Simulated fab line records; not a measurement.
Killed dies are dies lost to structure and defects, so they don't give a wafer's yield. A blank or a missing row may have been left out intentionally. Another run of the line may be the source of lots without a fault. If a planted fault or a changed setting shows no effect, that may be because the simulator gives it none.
Chamber matching -- flow n5_finfet -- N5_DUMMY_GATE_STRIP_41 on rie_diel-06: 4 sister chambers
The step strips in O2. 8 wafers are shown with their chamber, then 7 later ones without.

WAFERS, EACH WITH ITS CHAMBER
wafer,chamber,drypump_motor_current_A (A),showerhead_plenum_p_Torr (Torr)
L075.1,1,5.96,2.15
L085.2,0,5.44,2.14
L085.6,3,5.06,1.99
L086.1,2,5.93,2.21
L086.4,0,5.47,2.14
L086.5,3,5.06,1.99
L087.1,2,5.90,2.21
L087.5,1,5.96,2.14

WAFERS MISSING THEIR CHAMBER
wafer,drypump_motor_current_A (A),showerhead_plenum_p_Torr (Torr)
L087.6,5.92,2.21
L090.1,5.97,2.20
L090.4,5.98,2.14
L090.5,5.06,1.99
L091.3,5.46,2.14
L091.4,5.04,1.99
L091.5,5.47,2.14

EACH ONE'S CHAMBER
wafer,from the rows above,in truth
L087.6,2,2
L090.1,2,2
L090.4,1,1
L090.5,3,3
L091.3,0,0
L091.4,3,3
L091.5,0,0
Correct placement for 7 of the 7. From these rows, 0 cannot be placed. 0 placed wrongly.
How it was worked out, from the rows above alone: a wafer's distance from a chamber is the root of the sum, over the readings, of the square of ((its reading less the chamber's mean) divided by the reading's scatter). The wafer belongs to the nearest chamber; if the next one is less than 2 further off, it can't be placed. The mean given for a chamber averages the wafers shown for that chamber. The scatter is the square root of a quotient: the sum, over the shown wafers, of each reading's squared deviation from its chamber's mean, divided by wafers minus chambers.
